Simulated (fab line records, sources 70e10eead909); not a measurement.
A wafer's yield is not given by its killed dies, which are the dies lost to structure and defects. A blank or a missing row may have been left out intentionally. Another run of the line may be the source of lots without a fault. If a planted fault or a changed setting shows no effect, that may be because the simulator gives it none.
The tool behind it: which one? :: flow nand_harc :: 18 wafers from 6 lots sampled at 2 of the route's 1302 steps

## WHAT EACH GAUGE READ, for each wafer
NHARC_A_ONON_D2_THK_MEAS_30: measures by ellipsometry.
lot: L836
measured: day 14 01:58
on: film_metro-01
thk_nm (nm): 995 993 994

lot: L838
measured: day 14 23:16
on: film_metro-01
thk_nm (nm): 990 990 989

lot: L842
measured: day 17 00:44
on: film_metro-01
thk_nm (nm): 1009 1009 1011

lot: L850
measured: day 20 06:23
on: film_metro-02
thk_nm (nm): 1594 1593 1595

lot: L854
measured: day 22 04:44
on: film_metro-01
thk_nm (nm): 1006 1007 1006

lot: L856
measured: day 22 15:26
on: film_metro-01
thk_nm (nm): 985 984 985

## WHICH TOOL RAN EACH LOT (tool, then ch and the chambers of the sampled wafers, then the start)
lot: L836
NHARC_A_ONON_D2_DEP_28: pecvd_onon-01 ch 0, day 14 01:31

lot: L838
NHARC_A_ONON_D2_DEP_28: pecvd_onon-03 ch 0, day 14 22:49

lot: L842
NHARC_A_ONON_D2_DEP_28: pecvd_onon-03 ch 0, day 17 00:14

lot: L850
NHARC_A_ONON_D2_DEP_28: pecvd_onon-03 ch 0, day 20 05:53

lot: L854
NHARC_A_ONON_D2_DEP_28: pecvd_onon-01 ch 0, day 22 04:17

lot: L856
NHARC_A_ONON_D2_DEP_28: pecvd_onon-02 ch 0, day 22 15:02
- NHARC_A_ONON_D2_DEP_28: target thk 1000 nm.

## THE ANSWER, worked out from the rows above alone
Rule: the usual values come from the lots themselves. Put in order of their means at a reading, lots are off if they are a third of the lots or fewer, leave a main group of 4 or more, and stand apart from it by a gap of 3 or more times the standard deviation of the main group's means; of several such gaps the widest counts. A main group whose means are all the same, to the digits that the tables above print for the reading, isn't used. A lot without any number at a reading at which 4 lots or more have one is off too. Where the step has rows for the other lots, those lots are counted as sound.
Off, at NHARC_A_ONON_D2_THK_MEAS_30 on thk_nm: L850. For the main group the mean is 997 nm and the standard deviation 9.6.
A tool fits if, at a process step before that reading, it ran every lot that is off, and no sound lot after the first of them. Those tools and the gauges at NHARC_A_ONON_D2_THK_MEAS_30 are tried in the same way. This does not decide it: 2 tools fit, namely pecvd_onon-03 at NHARC_A_ONON_D2_DEP_28 and film_metro-02 at NHARC_A_ONON_D2_THK_MEAS_30.

## WHAT WAS PUT IN BY THE SIMULATOR
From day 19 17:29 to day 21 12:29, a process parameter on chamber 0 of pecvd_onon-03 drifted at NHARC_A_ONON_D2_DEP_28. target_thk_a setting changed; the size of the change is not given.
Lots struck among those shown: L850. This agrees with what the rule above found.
